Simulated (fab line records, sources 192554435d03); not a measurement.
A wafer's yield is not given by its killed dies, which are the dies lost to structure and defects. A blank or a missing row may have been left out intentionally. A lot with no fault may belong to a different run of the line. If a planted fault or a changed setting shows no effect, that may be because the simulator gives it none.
Which of the tools did it? | flow n5-finfet | 51 wafers from 17 lots sampled at 4 of the route's 1938 steps

== WHAT EACH GAUGE READ, for each wafer ==
N5_BEOL_M15_INSPECT_55: inspects for defects (darkfield). Usual: raw-defect-count at 70, with a standard deviation of 24.
lot  | measured     | on                | raw-defect-count | flag
L074 | day 11 08:37 | defect-inspect-02 | 31 40 45         |
L075 | day 11 13:46 | defect-inspect-02 | 45 21 27         |
L076 | day 12 03:50 | defect-inspect-01 | 134 96 97        |
L077 | day 12 05:10 | defect-inspect-01 | 59 79 55         |
L079 | day 12 17:36 | defect-inspect-02 | 68 77 113        |
L080 | day 12 21:14 | defect-inspect-02 | 70 49 42         |
L081 | day 12 21:16 | defect-inspect-01 | 68 89 101        |
L083 | day 13 04:01 | defect-inspect-02 | 76 92 87         |
L084 | day 13 10:10 | defect-inspect-02 | 94 56 63         |
L086 | day 14 21:43 | defect-inspect-02 | 38 52 75         |
L087 | day 14 22:31 | defect-inspect-01 | 43 59 41         |
L089 | day 15 14:09 | defect-inspect-02 | 80 42 50         |
L091 | day 16 00:59 | defect-inspect-01 | 82 66 39         |
L093 | day 16 17:31 | defect-inspect-02 | 72 75 77         |
L092 | day 16 20:17 | defect-inspect-01 | 92 65 44         |
L094 | day 16 22:02 | defect-inspect-01 | 81 58 42         |
L095 | day 17 17:10 | defect-inspect-02 | 72 71 86         |

N5_BEOL_M15_RC_MEAS_101. Usual: COMB_M10 1.5e-11 S/m, standard deviation 3.4e-12; COMB_M10_max_site 2.2e-11 S/m, standard deviation 5.7e-12; COMB_M11 1.4e-11 S/m, standard deviation 3.4e-12; COMB_M12 5.7e-12 S/m, standard deviation 1.2e-12; COMB_M13 4.2e-12 S/m, standard deviation 1.1e-12; COMB_M14 3.1e-12 S/m, standard deviation 9.4e-13; COMB_M15 2e-12 S/m, standard deviation 8e-13; COMB_M5 3.7e-11 S/m, standard deviation 7.2e-12; COMB_M5_max_site 5.2e-11 S/m, standard deviation 1.1e-11; COMB_M6 2.4e-11 S/m, standard deviation 5.5e-12; COMB_M7 2.4e-11 S/m, standard deviation 5.7e-12; COMB_M8 2.5e-11 S/m, standard deviation 5.5e-12; COMB_M9 1.39e-11 S/m, standard deviation 3e-12; SERP_M10 3.04 ohm/um, standard deviation 0.057; SERP_M11 3.10 ohm/um, standard deviation 0.078; SERP_M12 0.635 ohm/um, standard deviation 0.014; SERP_M13 0.310 ohm/um, standard deviation 0.006; SERP_M14 0.1595 ohm/um, standard deviation 0.0023; SERP_M5 39.3 ohm/um, standard deviation 1.7; SERP_M6 13.7 ohm/um, standard deviation 0.45; SERP_M7 13.8 ohm/um, standard deviation 0.48; SERP_M8 13.7 ohm/um, standard deviation 0.4; SERP_M9 3.10 ohm/um, standard deviation 0.068; SERP_M9_max_site 3.18 ohm/um, standard deviation 0.073.
lot  | measured     | on        | COMB_M10 (S/m)          | COMB_M10_max_site (S/m) | COMB_M11 (S/m)          | COMB_M12 (S/m)          | COMB_M13 (S/m)          | COMB_M14 (S/m)          | COMB_M15 (S/m)          | COMB_M5 (S/m)           | COMB_M5_max_site (S/m)  | COMB_M6 (S/m)           | COMB_M7 (S/m)           | COMB_M8 (S/m)           | COMB_M9 (S/m)              | SERP_M10 (ohm/um) | SERP_M11 (ohm/um) | SERP_M12 (ohm/um) | SERP_M13 (ohm/um) | SERP_M14 (ohm/um)    | SERP_M5 (ohm/um) | SERP_M6 (ohm/um) | SERP_M7 (ohm/um) | SERP_M8 (ohm/um) | SERP_M9 (ohm/um) | SERP_M9_max_site (ohm/um) | flag
L074 | day 11 08:57 | prober-01 | 1.7e-11 2.2e-11 1.5e-11 | 2.9e-11 3.3e-11 2.8e-11 | 1.5e-11 1.1e-11 1.6e-11 | 5.8e-12 4.1e-12 5.4e-12 | 2.5e-12 3.1e-12 2.7e-12 | 2.4e-12 2.2e-12 2.5e-12 | 2.3e-12 2.4e-12 3.2e-12 | 3.7e-11 4e-11 3.4e-11   | 5.7e-11 4.6e-11 6.8e-11 | 2.5e-11 3.4e-11 2.7e-11 | 3.4e-11 2.4e-11 2.3e-11 | 2.3e-11 2.4e-11 2.3e-11 | 9.8e-12 1.42e-11 1.53e-11  | 3.05 3.04 3.08    | 3.03 2.94 2.99    | 0.635 0.628 0.631 | 0.312 0.316 0.302 | 0.1603 0.1602 0.1605 | 43.0 41.6 41.2   | 13.0 13.3 13.8   | 14.2 14.0 13.3   | 13.5 14.0 13.9   | 3.23 3.20 3.21   | 3.34 3.28 3.27            |
L075 | day 11 14:06 | prober-01 | 2e-11 1.9e-11 2e-11     | 2.2e-11 3.3e-11 2.9e-11 | 1.2e-11 2.3e-11 1.2e-11 | 4e-12 5e-12 4.6e-12     | 7e-12 4.6e-12 4.3e-12   | 1.8e-12 2.6e-12 2.2e-12 | 1.6e-12 1.2e-12 2.1e-12 | 2.1e-11 2.4e-11 3.4e-11 | 3.6e-11 4.9e-11 5.4e-11 | 2.3e-11 3.5e-11 3.8e-11 | 2.7e-11 2.3e-11 3.1e-11 | 2e-11 2.6e-11 1.6e-11   | 1.25e-11 1.56e-11 1.18e-11 | 2.94 2.95 3.05    | 3.00 3.01 3.03    | 0.646 0.652 0.643 | 0.310 0.306 0.304 | 0.1596 0.1575 0.1567 | 40.8 41.8 41.6   | 13.5 13.8 14.3   | 12.8 14.2 13.2   | 14.0 13.6 13.8   | 3.08 3.06 3.17   | 3.15 3.10 3.25            |
L076 | day 12 04:01 | prober-02 | 1.9e-11 1.6e-11 2e-11   | 2.2e-11 1.9e-11 3e-11   | 1e-11 1.5e-11 1.5e-11   | 6.4e-12 6e-12 7.9e-12   | 4.8e-12 4.9e-12 5.1e-12 | 3.4e-12 3.8e-12 2.1e-12 | 2e-12 2.8e-12 1.9e-12   | 3.3e-11 3.3e-11 3.3e-11 | 4.3e-11 5.5e-11 6.1e-11 | 2.2e-11 3.3e-11 2.4e-11 | 2.6e-11 2.7e-11 3e-11   | 3.5e-11 2.4e-11 2.9e-11 | 1.23e-11 1.17e-11 1.27e-11 | 3.08 3.11 3.08    | 3.25 3.03 3.14    | 0.652 0.640 0.667 | 0.312 0.311 0.314 | 0.1579 0.1614 0.1588 | 39.9 39.6 41.3   | 13.8 13.7 13.7   | 14.2 13.9 14.2   | 13.8 14.0 13.9   | 3.17 3.14 3.05   | 3.25 3.16 3.08            |
L077 | day 12 05:11 | prober-02 | 1e-11 1.4e-11 1.4e-11   | 1.9e-11 2e-11 1.9e-11   | 1.6e-11 1.6e-11 1.3e-11 | 5.9e-12 5.5e-12 4.7e-12 | 5e-12 5.3e-12 4.4e-12   | 2.8e-12 3.1e-12 4.4e-12 | 1.5e-12 2.5e-12 2.4e-12 | 2.4e-11 2.9e-11 2.9e-11 | 3.5e-11 5.2e-11 4.7e-11 | 2.7e-11 2.6e-11 2e-11   | 2.2e-11 2e-11 2.7e-11   | 3.4e-11 3.7e-11 2.5e-11 | 1.43e-11 1.16e-11 1.17e-11 | 3.09 3.05 3.03    | 3.01 3.07 3.24    | 0.635 0.623 0.611 | 0.312 0.321 0.311 | 0.1586 0.1593 0.1554 | 38.9 38.8 41.7   | 14.4 13.4 14.1   | 13.5 12.6 12.8   | 12.8 12.2 13.5   | 3.23 3.06 3.06   | 3.29 3.15 3.08            |
L079 | day 12 17:47 | prober-01 | 1.4e-11 1.3e-11 1.6e-11 | 2e-11 1.9e-11 2.4e-11   | 1.2e-11 1.1e-11 2e-11   | 4.1e-12 7.5e-12 6.4e-12 | 3.6e-12 3.5e-12 3.2e-12 | 3.3e-12 2.8e-12 2.4e-12 | 1.8e-12 1.1e-12 2.1e-12 | 3.2e-11 2.6e-11 4.7e-11 | 5.2e-11 3.6e-11 6e-11   | 3e-11 3.4e-11 3.2e-11   | 3e-11 2.8e-11 2.2e-11   | 2e-11 2.6e-11 3.4e-11   | 1.65e-11 1.78e-11 1.23e-11 | 2.93 2.96 2.99    | 3.15 3.13 3.15    | 0.643 0.646 0.648 | 0.319 0.318 0.309 | 0.1579 0.1608 0.1614 | 39.5 37.7 38.9   | 12.6 13.1 13.3   | 13.7 13.7 14.4   | 13.5 13.6 13.4   | 3.13 3.08 3.00   | 3.23 3.17 3.06            |
L080 | day 12 21:25 | prober-01 | 1.4e-11 1.9e-11 1.3e-11 | 2.3e-11 2.3e-11 2.4e-11 | 1.4e-11 1.3e-11 1.6e-11 | 6.3e-12 6.2e-12 7.3e-12 | 3e-12 3e-12 3.8e-12     | 2.3e-12 2.1e-12 2.7e-12 | 1.4e-12 1.4e-12 1.5e-12 | 3.7e-11 2.9e-11 3.7e-11 | 4.4e-11 4.3e-11 4.9e-11 | 1.9e-11 1.9e-11 2.1e-11 | 1.8e-11 1.5e-11 1.8e-11 | 3e-11 3e-11 2.1e-11     | 8.9e-12 1.09e-11 1.42e-11  | 3.06 3.02 3.04    | 3.07 3.10 3.02    | 0.636 0.643 0.649 | 0.316 0.323 0.321 | 0.1559 0.1600 0.1593 | 39.6 38.3 37.5   | 14.0 13.6 13.6   | 14.0 13.2 14.0   | 13.9 14.0 13.7   | 3.10 3.03 3.10   | 3.17 3.10 3.15            |
L081 | day 12 21:22 | prober-02 | 1.7e-11 1.4e-11 2.1e-11 | 2.6e-11 1.8e-11 2.8e-11 | 1.3e-11 1.2e-11 1.4e-11 | 6.9e-12 8.7e-12 5e-12   | 4.2e-12 5e-12 5e-12     | 4.7e-12 5.4e-12 4e-12   | 2e-12 2.7e-12 2.3e-12   | 3.8e-11 3.7e-11 4.3e-11 | 4.8e-11 5.6e-11 5e-11   | 1.6e-11 2.7e-11 2e-11   | 1.9e-11 2.4e-11 2.6e-11 | 2.8e-11 2.5e-11 2e-11   | 1.28e-11 1.37e-11 1.23e-11 | 3.00 3.15 3.04    | 3.14 3.25 3.20    | 0.631 0.628 0.646 | 0.314 0.315 0.324 | 0.1613 0.1571 0.1558 | 39.9 40.4 41.6   | 14.0 13.9 13.8   | 13.6 14.1 13.7   | 14.0 14.0 13.7   | 3.11 3.09 3.10   | 3.17 3.15 3.18            |
L083 | day 13 04:02 | prober-01 | 1.7e-11 1.2e-11 9e-12   | 2.7e-11 1.7e-11 1.7e-11 | 1.7e-11 1.3e-11 1.1e-11 | 7.2e-12 6.4e-12 5.2e-12 | 1.9e-12 2e-12 2.3e-12   | 1.9e-12 2.2e-12 1.7e-12 | 8e-13 4e-13 5e-13       | 3.3e-11 3.2e-11 3.6e-11 | 4.7e-11 4.4e-11 7e-11   | 2.3e-11 2.1e-11 1.9e-11 | 1.8e-11 2.1e-11 1.8e-11 | 2.2e-11 2.3e-11 3e-11   | 1.03e-11 1.31e-11 1.09e-11 | 3.11 3.08 2.96    | 3.07 3.12 3.09    | 0.636 0.632 0.644 | 0.308 0.303 0.315 | 0.1607 0.1572 0.1571 | 39.2 38.4 37.5   | 12.8 12.9 13.0   | 13.7 13.6 13.6   | 14.2 13.5 13.8   | 2.99 3.19 3.07   | 3.05 3.29 3.21            |
L084 | day 13 10:11 | prober-02 | 1.4e-11 1.6e-11 1.6e-11 | 1.8e-11 2.2e-11 2.3e-11 | 1.3e-11 1.2e-11 1.3e-11 | 7.4e-12 8.2e-12 6.7e-12 | 3.9e-12 3.1e-12 5.4e-12 | 3.7e-12 4.5e-12 4.4e-12 | 2.2e-12 3.5e-12 2e-12   | 3.1e-11 4.5e-11 3.1e-11 | 4.9e-11 6.8e-11 5.7e-11 | 2.4e-11 2.3e-11 3.4e-11 | 2.6e-11 1.9e-11 2.2e-11 | 2.8e-11 2.6e-11 2.7e-11 | 1.66e-11 1.68e-11 1.45e-11 | 2.98 3.04 2.96    | 3.19 3.12 3.09    | 0.643 0.622 0.621 | 0.304 0.305 0.307 | 0.1601 0.1595 0.1600 | 38.5 41.8 36.3   | 13.1 12.9 13.2   | 13.2 13.0 14.0   | 13.6 13.7 14.1   | 3.09 3.10 3.06   | 3.13 3.16 3.11            |
L086 | day 14 21:53 | prober-02 | 2.1e-11 1.8e-11 2.2e-11 | 4e-11 2.1e-11 2.7e-11   | 1.2e-11 1.8e-11 1.2e-11 | 6.3e-12 6.1e-12 6.8e-12 | 5.5e-12 5.6e-12 5e-12   | 4.7e-12 4.3e-12 3.5e-12 | 2.7e-12 2.3e-12 1.9e-12 | 4e-11 4.2e-11 2.9e-11   | 4.5e-11 5.9e-11 4.1e-11 | 3e-11 1.8e-11 2.1e-11   | 3.6e-11 2.6e-11 3.1e-11 | 3.2e-11 3.5e-11 2.6e-11 | 2.11e-11 1.56e-11 1.33e-11 | 3.08 3.00 3.02    | 3.00 3.06 3.11    | 0.654 0.637 0.647 | 0.315 0.318 0.301 | 0.1618 0.1608 0.1633 | 40.8 38.1 37.9   | 13.9 14.2 14.4   | 14.3 14.5 14.0   | 14.1 13.9 13.9   | 3.05 3.10 3.05   | 3.17 3.19 3.09            |
L087 | day 14 22:42 | prober-01 | 1e-11 1e-11 1.2e-11     | 1.7e-11 1.5e-11 1.5e-11 | 1.4e-11 1e-11 1.2e-11   | 4.9e-12 4.3e-12 5.9e-12 | 2.6e-12 4.1e-12 3.8e-12 | 2.6e-12 3.6e-12 3.4e-12 | 1.3e-12 1e-12 1e-12     | 2.8e-11 3.3e-11 3e-11   | 4.7e-11 4.3e-11 4.1e-11 | 2.4e-11 1.7e-11 1.6e-11 | 3.6e-11 3.1e-11 2.8e-11 | 1.6e-11 1.7e-11 1.5e-11 | 1.14e-11 1.81e-11 1.75e-11 | 3.03 3.02 3.05    | 3.15 3.06 3.21    | 0.623 0.625 0.614 | 0.304 0.300 0.312 | 0.1597 0.1574 0.1580 | 39.0 37.4 39.5   | 13.4 14.6 13.5   | 13.7 14.6 13.8   | 13.7 13.8 13.8   | 2.97 3.08 3.02   | 3.04 3.11 3.16            |
L089 | day 15 14:20 | prober-01 | 1.1e-11 1.7e-11 1.1e-11 | 1.4e-11 2.4e-11 1.2e-11 | 9e-12 1.6e-11 1.1e-11   | 4e-12 4.1e-12 5.5e-12   | 4.6e-12 3.8e-12 6.8e-12 | 2e-12 3.8e-12 1.7e-12   | 5e-13 7e-13 1.5e-12     | 5.6e-11 3.7e-11 3.3e-11 | 7.9e-11 5.2e-11 7.8e-11 | 2.3e-11 2.4e-11 2.6e-11 | 1.9e-11 2.3e-11 2e-11   | 2.3e-11 2.8e-11 2e-11   | 1.45e-11 1.18e-11 1.44e-11 | 3.13 3.08 3.06    | 3.04 3.22 3.05    | 0.640 0.658 0.613 | 0.302 0.302 0.309 | 0.1609 0.1588 0.1615 | 41.3 40.6 39.1   | 14.3 13.6 13.5   | 13.6 14.6 14.2   | 12.9 13.6 13.5   | 3.09 3.03 3.15   | 3.18 3.13 3.19            |
L091 | day 16 01:10 | prober-01 | 2e-11 1.5e-11 1.5e-11   | 3.6e-11 1.9e-11 2.9e-11 | 1.1e-11 1.1e-11 9e-12   | 7.2e-12 7.5e-12 5.4e-12 | 4.3e-12 3.2e-12 3.3e-12 | 2.8e-12 2.2e-12 2.1e-12 | 1.6e-12 1.7e-12 1.1e-12 | 3e-11 3.7e-11 3.3e-11   | 4.6e-11 4.6e-11 5.5e-11 | 2.4e-11 1.6e-11 2.2e-11 | 1.8e-11 2.6e-11 2.9e-11 | 2.2e-11 2.2e-11 2.2e-11 | 1.15e-11 9.6e-12 8.1e-12   | 3.04 3.07 2.98    | 3.07 3.06 3.06    | 0.635 0.649 0.649 | 0.296 0.305 0.300 | 0.1604 0.1608 0.1612 | 36.7 36.7 37.9   | 13.4 13.9 13.2   | 13.9 13.6 13.6   | 14.0 13.6 13.4   | 3.05 3.08 3.10   | 3.13 3.10 3.20            |
L093 | day 16 17:33 | prober-01 | 1.8e-11 1.3e-11 1.4e-11 | 2.1e-11 2e-11 1.8e-11   | 1.3e-11 1.5e-11 9e-12   | 5.6e-12 3.4e-12 3.7e-12 | 3.1e-12 4.4e-12 2.7e-12 | 2.1e-12 2.2e-12 1.6e-12 | 1.1e-12 1.7e-12 1e-12   | 3.7e-11 3.6e-11 3.4e-11 | 5.4e-11 6.1e-11 5.5e-11 | 2.4e-11 1.8e-11 1.3e-11 | 1.7e-11 2.2e-11 2.8e-11 | 2.7e-11 2.1e-11 2.5e-11 | 1.07e-11 1.29e-11 1.77e-11 | 2.98 3.03 3.03    | 3.18 3.07 3.14    | 0.645 0.647 0.634 | 0.303 0.295 0.310 | 0.1554 0.1602 0.1572 | 39.7 37.5 39.8   | 13.4 13.2 13.1   | 13.8 13.6 12.6   | 13.6 13.4 14.6   | 3.21 3.17 3.05   | 3.33 3.18 3.18            |
L092 | day 16 20:19 | prober-02 | 1.7e-11 1e-11 9e-12     | 2.2e-11 1.9e-11 1.4e-11 | 2.1e-11 2.3e-11 1.8e-11 | 5.6e-12 5e-12 6.3e-12   | 5.3e-12 4.8e-12 4.7e-12 | 3.7e-12 3e-12 4.5e-12   | 2.6e-12 2.7e-12 2.7e-12 | 3.5e-11 3.6e-11 4.3e-11 | 5.3e-11 4.8e-11 7e-11   | 3e-11 2.5e-11 3.2e-11   | 3.7e-11 2.8e-11 3.1e-11 | 3.1e-11 2.3e-11 2.7e-11 | 1.55e-11 1.31e-11 1.5e-11  | 3.16 3.07 3.13    | 3.14 3.10 3.20    | 0.592 0.603 0.616 | 0.305 0.307 0.301 | 0.1593 0.1602 0.1609 | 42.9 41.8 41.9   | 13.4 13.7 14.2   | 14.0 15.1 14.3   | 13.8 13.8 13.9   | 3.00 3.07 3.17   | 3.11 3.15 3.26            |
L094 | day 16 22:13 | prober-01 | 1e-11 1.3e-11 1e-11     | 1.5e-11 2.2e-11 1.1e-11 | 1.3e-11 9e-12 7e-12     | 3.7e-12 5.3e-12 7e-12   | 4e-12 4.9e-12 4e-12     | 2.4e-12 3.1e-12 2.5e-12 | 1.6e-12 7e-13 8e-13     | 4.1e-11 3.9e-11 2.8e-11 | 5.1e-11 6.6e-11 3.1e-11 | 2e-11 2.5e-11 3.4e-11   | 1.4e-11 2.7e-11 1.8e-11 | 1.5e-11 1.6e-11 2e-11   | 1.41e-11 1.27e-11 1.09e-11 | 3.14 3.20 3.11    | 3.15 3.09 3.06    | 0.639 0.639 0.650 | 0.311 0.299 0.307 | 0.1531 0.1584 0.1546 | 39.9 40.6 40.7   | 12.7 13.4 13.4   | 13.7 13.3 13.0   | 13.6 12.7 13.7   | 3.13 3.07 3.03   | 3.16 3.16 3.15            |
L095 | day 17 17:39 | prober-02 | 1.7e-11 1.7e-11 1.8e-11 | 2.4e-11 2.7e-11 2.6e-11 | 1.4e-11 1.2e-11 1.5e-11 | 8.5e-12 5.1e-12 5.1e-12 | 6e-12 6.1e-12 6.2e-12   | 4.5e-12 4e-12 4.9e-12   | 2.4e-12 2.3e-12 3.2e-12 | 4.2e-11 6.1e-11 4.9e-11 | 6.5e-11 7.9e-11 6.5e-11 | 2e-11 4.1e-11 2.4e-11   | 2.4e-11 3.2e-11 2.8e-11 | 2.8e-11 2.6e-11 2.2e-11 | 1.29e-11 9.7e-12 1.7e-11   | 3.01 3.01 3.14    | 3.22 3.14 3.05    | 0.632 0.628 0.625 | 0.320 0.308 0.311 | 0.1599 0.1643 0.1629 | 40.1 40.3 39.9   | 13.7 13.7 13.3   | 13.5 14.2 13.5   | 13.6 14.0 13.9   | 3.20 3.21 3.14   | 3.29 3.28 3.20            |

N5_MIM_BOT_LITHO_OVL_MEAS_11. Usual: MIM_BOT_OVL 0 nm, standard deviation 5.5.
lot  | measured     | on         | MIM_BOT_OVL (nm) | flag
L074 | day 11 14:12 | overlay-01 | -3 10 1          |
L075 | day 11 18:47 | overlay-01 | 6 1 8            |
L076 | day 12 09:55 | overlay-02 | -10 -2 -8        |
L077 | day 12 09:53 | overlay-01 | 1 -3 6           |
L079 | day 12 22:01 | overlay-02 | -1 -11 2         |
L080 | day 13 01:37 | overlay-02 | 1 9 6            |
L081 | day 13 03:19 | overlay-01 | 0 -6 -5          |
L083 | day 13 09:29 | overlay-02 | 6 6 0            |
L084 | day 13 14:32 | overlay-02 | -1 -1 0          |
L086 | day 15 02:13 | overlay-02 | -2 -10 1         |
L087 | day 15 02:42 | overlay-02 | -4 -5 3          |
L089 | day 15 18:59 | overlay-02 | -2 -3 1          |
L091 | day 16 06:32 | overlay-02 | -4 4 6           |
L093 | day 16 22:40 | overlay-01 | 3 3 9            |
L092 | day 17 00:40 | overlay-01 | 5 5 10           |
L094 | day 17 03:26 | overlay-01 | 1 -3 3           |
L095 | day 17 23:35 | overlay-01 | 5 0 1            |

== WHAT TOOL EACH LOT RAN ON (gives the tool, then ch and the chambers of the sampled wafers, and finally the start) ==
lot  | N5_MIM_TOP_SPUTTER_03
L074 | pvd-sputter-02, day 11 12:39
L075 | pvd-sputter-03, day 11 17:29
L076 | pvd-sputter-03, day 12 08:20
L077 | pvd-sputter-03, day 12 08:40
L079 | pvd-sputter-03, day 12 20:37
L080 | pvd-sputter-02, day 13 00:17
L081 | pvd-sputter-03, day 13 02:01
L083 | pvd-sputter-02, day 13 07:46
L084 | pvd-sputter-01, day 13 13:11
L086 | pvd-sputter-03, day 15 00:47
L087 | pvd-sputter-03, day 15 01:25
L089 | pvd-sputter-01, day 15 17:43
L091 | pvd-sputter-02, day 16 05:02
L093 | pvd-sputter-02, day 16 21:01
L092 | pvd-sputter-03, day 16 23:17
L094 | pvd-sputter-03, day 17 01:45
L095 | pvd-sputter-01, day 17 22:10
- N5_MIM_TOP_SPUTTER_03: material TiN, target thk 35 nm, time 89.7 s.

== AS READ BY THE TOOLS THEMSELVES (means over the sampled wafers that have a number; for cases with no such wafer, the mark the record gives instead) ==
N5_MIM_TOP_SPUTTER_03. Usual: throttle-valve-pct at 29.9 %, with a standard deviation of 0.6.
lot  | tool           | throttle-valve-pct (%) | flag
L074 | pvd-sputter-02 | 29.7                   |
L075 | pvd-sputter-03 | 29.2                   |
L076 | pvd-sputter-03 | 30.0                   |
L077 | pvd-sputter-03 | 29.5                   |
L079 | pvd-sputter-03 | 29.2                   |
L080 | pvd-sputter-02 | 30.0                   |
L081 | pvd-sputter-03 | 29.4                   |
L083 | pvd-sputter-02 | 29.9                   |
L084 | pvd-sputter-01 | 30.2                   |
L086 | pvd-sputter-03 | 29.2                   |
L087 | pvd-sputter-03 | 29.4                   |
L089 | pvd-sputter-01 | 30.5                   |
L091 | pvd-sputter-02 | 30.0                   |
L093 | pvd-sputter-02 | 29.8                   |
L092 | pvd-sputter-03 | 29.4                   |
L094 | pvd-sputter-03 | 29.3                   |
L095 | pvd-sputter-01 | 30.5                   |

== THE ANSWER, worked out from the rows above alone ==
Rule: lot off if the mean of its wafers having a number is beyond 3 standard deviations from the usual mean. A lot without any number at a reading at which 4 lots or more have one is off too. Any other lot the step has rows for is counted as sound. After the gauges, taken in route order, come the tools' own readings; for these a lot's mean is taken, as printed above. At the first step where some lot is off, the reading lying furthest off is the one used; lots without a number count as furthest.
No lot is off on any of the readings shown, so nothing can be concluded from this.

== WHAT THE SIMULATOR HAD INSERTED ==
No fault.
